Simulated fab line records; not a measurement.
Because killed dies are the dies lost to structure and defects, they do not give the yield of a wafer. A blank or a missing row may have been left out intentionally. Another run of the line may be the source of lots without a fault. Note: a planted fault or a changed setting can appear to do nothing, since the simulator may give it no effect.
Which of the tools did it? :: flow nand-harc :: 42 wafers from 14 lots sampled at 5 of the route's 1159 steps

WHAT THE GAUGES SHOWED, per wafer
NHARC_END_SORT_01.
lot: L955
measured: day 23 21:04
on: prober-02
killed-at-array: 84 39 36
killed-at-other: 0 0 0
killed-at-periphery: 4 5 1
killed-dies: 88 44 37
killed-open: 2 3 3
killed-short: 2 4 1

lot: L954
measured: day 24 19:32
on: prober-01
killed-at-array: 53 68 61
killed-at-other: 2 1 0
killed-at-periphery: 0 3 4
killed-dies: 55 72 65
killed-open: 0 1 5
killed-short: 3 3 4

WHAT TOOL EACH LOT RAN ON (gives the tool, then ch and the chambers of the sampled wafers, and finally the start)
lot: L939
NHARC_A_CONTACT_ETCH_134: har-cap-etch-03 ch 0,1, day 17 08:04
NHARC_A_M1_PRE_CLEAN_32: pecvd-02 ch 0,1,2, day 18 05:38
NHARC_A_BONDPAD_CMP_29: cmp-01 ch 0,3, day 18 06:40
NHARC_A_BONDPAD_DESCUM_11: rie-diel-04 ch 1,2, day 18 07:42

lot: L940
NHARC_A_CONTACT_ETCH_134: har-cap-etch-02 ch 0,1, day 17 12:28
NHARC_A_M1_PRE_CLEAN_32: pecvd-02 ch 1,2, day 18 07:56
NHARC_A_BONDPAD_CMP_29: cmp-02 ch 0,2,3, day 18 09:01
NHARC_A_BONDPAD_DESCUM_11: rie-diel-03 ch 0,3, day 18 09:52

lot: L941
NHARC_A_CONTACT_ETCH_134: har-cap-etch-02 ch 0,1, day 17 19:01
NHARC_A_M1_PRE_CLEAN_32: pecvd-02 ch 0,1,2, day 18 11:23
NHARC_A_BONDPAD_CMP_29: cmp-01 ch 0,1, day 18 12:25
NHARC_A_BONDPAD_DESCUM_11: rie-diel-04 ch 0,1,2, day 18 13:19

lot: L942
NHARC_A_CONTACT_ETCH_134: har-cap-etch-01 ch 1, day 18 06:35
NHARC_A_M1_PRE_CLEAN_32: pecvd-01 ch 0,1,2, day 19 02:59
NHARC_A_BONDPAD_CMP_29: cmp-01 ch 0,1, day 19 04:02
NHARC_A_BONDPAD_DESCUM_11: rie-diel-06 ch 0,1, day 19 04:58

lot: L944
NHARC_A_CONTACT_ETCH_134: har-cap-etch-03 ch 0,1, day 18 09:10
NHARC_A_M1_PRE_CLEAN_32: pecvd-04 ch 0,1,2, day 19 04:06
NHARC_A_BONDPAD_CMP_29: cmp-02 ch 0,3, day 19 05:19
NHARC_A_BONDPAD_DESCUM_11: rie-diel-03 ch 0,3, day 19 06:20

lot: L946
NHARC_A_CONTACT_ETCH_134: har-cap-etch-01 ch 0,1, day 18 16:23
NHARC_A_M1_PRE_CLEAN_32: pecvd-02 ch 0,1,2, day 19 08:47
NHARC_A_BONDPAD_CMP_29: cmp-04 ch 0,1,2, day 19 09:52
NHARC_A_BONDPAD_DESCUM_11: rie-diel-06 ch 1,2,3, day 19 10:51

lot: L945
NHARC_A_CONTACT_ETCH_134: har-cap-etch-01 ch 0,1, day 19 00:49
NHARC_A_M1_PRE_CLEAN_32: pecvd-01 ch 0,2, day 19 16:49
NHARC_A_BONDPAD_CMP_29: cmp-02 ch 0,1,2, day 19 18:01
NHARC_A_BONDPAD_DESCUM_11: rie-diel-03 ch 0,2,3, day 19 19:04

lot: L949
NHARC_A_CONTACT_ETCH_134: har-cap-etch-02 ch 0,1, day 19 11:14
NHARC_A_M1_PRE_CLEAN_32: pecvd-02 ch 1,2, day 20 14:22
NHARC_A_BONDPAD_CMP_29: cmp-02 ch 0,2, day 20 15:28
NHARC_A_BONDPAD_DESCUM_11: rie-diel-06 ch 1,2, day 20 16:29

lot: L950
NHARC_A_CONTACT_ETCH_134: har-cap-etch-02 ch 0,1, day 21 09:38
NHARC_A_M1_PRE_CLEAN_32: pecvd-04 ch 0,1,2, day 22 07:39
NHARC_A_BONDPAD_CMP_29: cmp-04 ch 0,1,2, day 22 08:42
NHARC_A_BONDPAD_DESCUM_11: rie-diel-06 ch 0,3, day 22 09:41

lot: L955
NHARC_A_CONTACT_ETCH_134: har-cap-etch-02 ch 0,1, day 21 13:08
NHARC_A_M1_PRE_CLEAN_32: pecvd-04 ch 1,2, day 22 08:15
NHARC_A_BONDPAD_CMP_29: cmp-02 ch 0,1,2, day 22 09:17
NHARC_A_BONDPAD_DESCUM_11: rie-diel-06 ch 0,3, day 22 10:11

lot: L958
NHARC_A_CONTACT_ETCH_134: har-cap-etch-03 ch 0,1, day 21 18:20
NHARC_A_M1_PRE_CLEAN_32: pecvd-04 ch 0,1,2, day 22 10:58
NHARC_A_BONDPAD_CMP_29: cmp-02 ch 0,1,3, day 22 11:59
NHARC_A_BONDPAD_DESCUM_11: rie-diel-06 ch 1,2,3, day 22 13:02

lot: L957
NHARC_A_CONTACT_ETCH_134: har-cap-etch-03 ch 0, day 22 08:10
NHARC_A_M1_PRE_CLEAN_32: pecvd-01 ch 0,2, day 23 03:53
NHARC_A_BONDPAD_CMP_29: cmp-02 ch 1,2, day 23 04:56
NHARC_A_BONDPAD_DESCUM_11: rie-diel-06 ch 0,2,3, day 23 05:52

lot: L954
NHARC_A_CONTACT_ETCH_134: har-cap-etch-02 ch 0, day 22 09:20
NHARC_A_M1_PRE_CLEAN_32: pecvd-04 ch 1,2, day 23 04:09
NHARC_A_BONDPAD_CMP_29: cmp-01 ch 1,2, day 23 05:13
NHARC_A_BONDPAD_DESCUM_11: rie-diel-06 ch 0,1, day 23 06:14

lot: L961
NHARC_A_CONTACT_ETCH_134: har-cap-etch-03 ch 0,1, day 22 17:41
NHARC_A_M1_PRE_CLEAN_32: pecvd-04 ch 0,1,2, day 23 12:29
NHARC_A_BONDPAD_CMP_29: cmp-01 ch 0,1,3, day 23 13:32
NHARC_A_BONDPAD_DESCUM_11: rie-diel-06 ch 0,2,3, day 23 14:33
- NHARC_A_CONTACT_ETCH_134: etches the open film in C4F8/O2/Ar, time 140 s, target depth 700 nm.
- NHARC_A_M1_PRE_CLEAN_32: time 12 s.
- NHARC_A_BONDPAD_CMP_29: polishes SiCN, target thk 200 nm.
- NHARC_A_BONDPAD_DESCUM_11: chemistry O2, time 3 s.

WHAT THE TOOLS THEMSELVES READ (means of the sampled wafers that have a number; where no wafer has one, the mark that the record gives instead)
NHARC_A_M1_PRE_CLEAN_32.
lot: L939
tool: pecvd-02
heater-power-w (W): 631

lot: L940
tool: pecvd-02
heater-power-w (W): 659

lot: L941
tool: pecvd-02
heater-power-w (W): 677

lot: L942
tool: pecvd-01
heater-power-w (W): 743

lot: L944
tool: pecvd-04
heater-power-w (W): 691

lot: L946
tool: pecvd-02
heater-power-w (W): 665

lot: L945
tool: pecvd-01
heater-power-w (W): 625

lot: L949
tool: pecvd-02
heater-power-w (W): 673

lot: L950
tool: pecvd-04
heater-power-w (W): 673

lot: L955
tool: pecvd-04
heater-power-w (W): 609

lot: L958
tool: pecvd-04
heater-power-w (W): 622

lot: L957
tool: pecvd-01
heater-power-w (W): 562

lot: L954
tool: pecvd-04
heater-power-w (W): 573

lot: L961
tool: pecvd-04
heater-power-w (W): 697

NHARC_A_BONDPAD_CMP_29.
lot: L939
tool: cmp-01
motor-current-A (A): 11.0

lot: L940
tool: cmp-02
motor-current-A (A): 13.0

lot: L941
tool: cmp-01
motor-current-A (A): 12.5

lot: L942
tool: cmp-01
motor-current-A (A): 11.4

lot: L944
tool: cmp-02
motor-current-A (A): 12.6

lot: L946
tool: cmp-04
motor-current-A (A): 11.5

lot: L945
tool: cmp-02
motor-current-A (A): 13.9

lot: L949
tool: cmp-02
motor-current-A (A): 13.2

lot: L950
tool: cmp-04
motor-current-A (A): 11.0

lot: L955
tool: cmp-02
motor-current-A (A): 13.4

lot: L958
tool: cmp-02
motor-current-A (A): 13.5

lot: L957
tool: cmp-02
motor-current-A (A): 14.0

lot: L954
tool: cmp-01
motor-current-A (A): 12.1

lot: L961
tool: cmp-01
motor-current-A (A): 11.7

NHARC_A_BONDPAD_DESCUM_11.
lot: L939
tool: rie-diel-04
drypump-motor-current-A (A): 5.2
oes-product-au (a.u.): 0.998
rf-vpp-V (V): 57.5
showerhead-plenum-p-Torr (Torr): 1.86
throttle-valve-pct (%): 11.312

lot: L940
tool: rie-diel-03
drypump-motor-current-A (A): 5.7
oes-product-au (a.u.): 0.998
rf-vpp-V (V): 56.7
showerhead-plenum-p-Torr (Torr): 1.86
throttle-valve-pct (%): 11.301

lot: L941
tool: rie-diel-04
drypump-motor-current-A (A): 5.5
oes-product-au (a.u.): 1.004
rf-vpp-V (V): 58.1
showerhead-plenum-p-Torr (Torr): 1.89
throttle-valve-pct (%): 11.306

lot: L942
tool: rie-diel-06
drypump-motor-current-A (A): 5.1
oes-product-au (a.u.): 1.000
rf-vpp-V (V): 57.4
showerhead-plenum-p-Torr (Torr): 1.88
throttle-valve-pct (%): 11.314

lot: L944
tool: rie-diel-03
drypump-motor-current-A (A): 5.7
oes-product-au (a.u.): 1.005
rf-vpp-V (V): 57.2
showerhead-plenum-p-Torr (Torr): 1.86
throttle-valve-pct (%): 11.314

lot: L946
tool: rie-diel-06
drypump-motor-current-A (A): 5.8
oes-product-au (a.u.): 0.998
rf-vpp-V (V): 57.1
showerhead-plenum-p-Torr (Torr): 1.88
throttle-valve-pct (%): 11.316

lot: L945
tool: rie-diel-03
drypump-motor-current-A (A): 5.7
oes-product-au (a.u.): 0.998
rf-vpp-V (V): 58.3
showerhead-plenum-p-Torr (Torr): 1.91
throttle-valve-pct (%): 11.308

lot: L949
tool: rie-diel-06
drypump-motor-current-A (A): 6.1
oes-product-au (a.u.): 0.991
rf-vpp-V (V): 57.5
showerhead-plenum-p-Torr (Torr): 1.87
throttle-valve-pct (%): 11.304

lot: L950
tool: rie-diel-06
drypump-motor-current-A (A): 5.1
oes-product-au (a.u.): 1.007
rf-vpp-V (V): 57.9
showerhead-plenum-p-Torr (Torr): 1.93
throttle-valve-pct (%): 11.308

lot: L955
tool: rie-diel-06
drypump-motor-current-A (A): 5.0
oes-product-au (a.u.): 0.992
rf-vpp-V (V): 57.8
showerhead-plenum-p-Torr (Torr): 1.93
throttle-valve-pct (%): 11.314

lot: L958
tool: rie-diel-06
drypump-motor-current-A (A): 5.8
oes-product-au (a.u.): 0.992
rf-vpp-V (V): 57.0
showerhead-plenum-p-Torr (Torr): 1.88
throttle-valve-pct (%): 11.312

lot: L957
tool: rie-diel-06
drypump-motor-current-A (A): 5.5
oes-product-au (a.u.): 1.004
rf-vpp-V (V): 57.5
showerhead-plenum-p-Torr (Torr): 1.92
throttle-valve-pct (%): 11.304

lot: L954
tool: rie-diel-06
drypump-motor-current-A (A): 5.5
oes-product-au (a.u.): 0.996
rf-vpp-V (V): 57.1
showerhead-plenum-p-Torr (Torr): 1.84
throttle-valve-pct (%): 11.320

lot: L961
tool: rie-diel-06
drypump-motor-current-A (A): 5.5
oes-product-au (a.u.): 1.004
rf-vpp-V (V): 57.3
showerhead-plenum-p-Torr (Torr): 1.92
throttle-valve-pct (%): 11.305

THE ANSWER, worked out from the rows above alone
Rule: the usual values come from the lots themselves. Put in order of their means at a reading, lots are off if they are a third of the lots or fewer, leave a main group of 4 or more, and stand apart from it by a gap of 3 or more times the standard deviation of the main group's means; of several such gaps the widest counts. A main group whose means are all the same, to the digits that the tables above print for the reading, isn't used. Also off: a lot with no number at a reading for which 4 or more lots have one. Any other lot the step has rows for is counted as sound. After the gauges, taken in route order, come the tools' own readings; for these a lot's mean is taken, as printed above. The first step at which some lot is off is used, and at that step the reading that is off furthest; a lot without a number counts as furthest.
Nothing can be told from this: no lot is off at any reading shown.

WHAT THE SIMULATOR HAD INSERTED
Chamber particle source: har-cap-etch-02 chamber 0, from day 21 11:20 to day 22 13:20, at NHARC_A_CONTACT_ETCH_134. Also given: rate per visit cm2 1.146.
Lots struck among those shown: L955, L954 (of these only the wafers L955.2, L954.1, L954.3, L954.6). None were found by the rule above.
